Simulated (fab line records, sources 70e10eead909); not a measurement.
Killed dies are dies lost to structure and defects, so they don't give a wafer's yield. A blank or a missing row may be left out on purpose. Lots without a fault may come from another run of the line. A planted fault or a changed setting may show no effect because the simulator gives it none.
Which tool did it? | flow nand_harc | 6 lots, 18 wafers sampled, at 3 steps of a route of 1302

WHAT THE GAUGES READ, wafer by wafer
NHARC_P_GATE_CD_MEAS_91: target cd 2000 nm.
lot  | measured     | on        | cd_nm (nm)
L515 | day 6 11:43  | cd_sem-01 | 2002 1997 1999
L517 | day 7 07:48  | cd_sem-03 | 1996 1998 2001
L519 | day 8 10:41  | cd_sem-03 | 2000 1997 2002
L522 | day 9 18:17  | cd_sem-02 | 2003 2005 2003
L525 | day 10 14:05 | cd_sem-01 | 2001 1999 2000
L527 | day 11 21:38 | cd_sem-03 | 2120 2114 2121

WHICH TOOL RAN EACH LOT (tool, then ch and the chambers of the sampled wafers, then the start)
lot  | NHARC_P_GATE_STRIP_112               | NHARC_P_GATE_EXPOSE_88
L515 | plasma_asher-01 ch 0,1, day 6 10:32  | krf_scanner-04 ch 0, day 6 11:34
L517 | plasma_asher-02 ch 0,1, day 7 06:47  | krf_scanner-04 ch 0, day 7 07:39
L519 | plasma_asher-01 ch 0,1, day 8 09:32  | krf_scanner-03 ch 0, day 8 10:31
L522 | plasma_asher-02 ch 0,1, day 9 17:06  | krf_scanner-03 ch 0, day 9 18:07
L525 | plasma_asher-02 ch 0,1, day 10 12:57 | krf_scanner-04 ch 0, day 10 13:56
L527 | plasma_asher-02 ch 0,1, day 11 20:38 | krf_scanner-04 ch 0, day 11 21:29
- NHARC_P_GATE_STRIP_112: strips in N2/H2, time 200 s.
- NHARC_P_GATE_EXPOSE_88: exposes mask P HVN, target cd 2000 nm.

THE ANSWER, worked out from the rows above alone
Rule: what is usual is taken from the lots themselves. Put in order of their means at a reading, lots are off if they are a third of the lots or fewer, leave a main group of 4 or more, and stand apart from it by a gap of 3 or more times the standard deviation of the main group's means; of several such gaps the widest counts. A main group whose means are all the same, to the digits that the tables above print for the reading, isn't used. A lot without any number at a reading at which 4 lots or more have one is off too. The other lots that the step has rows for count as sound.
Off: L527, at NHARC_P_GATE_CD_MEAS_91 (cd_nm). The main group: mean 2000 nm, standard deviation 1.8.
A tool fits if, at a process step before that reading, it ran every lot that is off, and no sound lot after the first of them. The gauges at NHARC_P_GATE_CD_MEAS_91 are tried like those tools. Can't be told from this: 3 tools fit, plasma_asher-02 at NHARC_P_GATE_STRIP_112, krf_scanner-04 at NHARC_P_GATE_EXPOSE_88, cd_sem-03 at NHARC_P_GATE_CD_MEAS_91.

WHAT THE SIMULATOR HAD PUT IN
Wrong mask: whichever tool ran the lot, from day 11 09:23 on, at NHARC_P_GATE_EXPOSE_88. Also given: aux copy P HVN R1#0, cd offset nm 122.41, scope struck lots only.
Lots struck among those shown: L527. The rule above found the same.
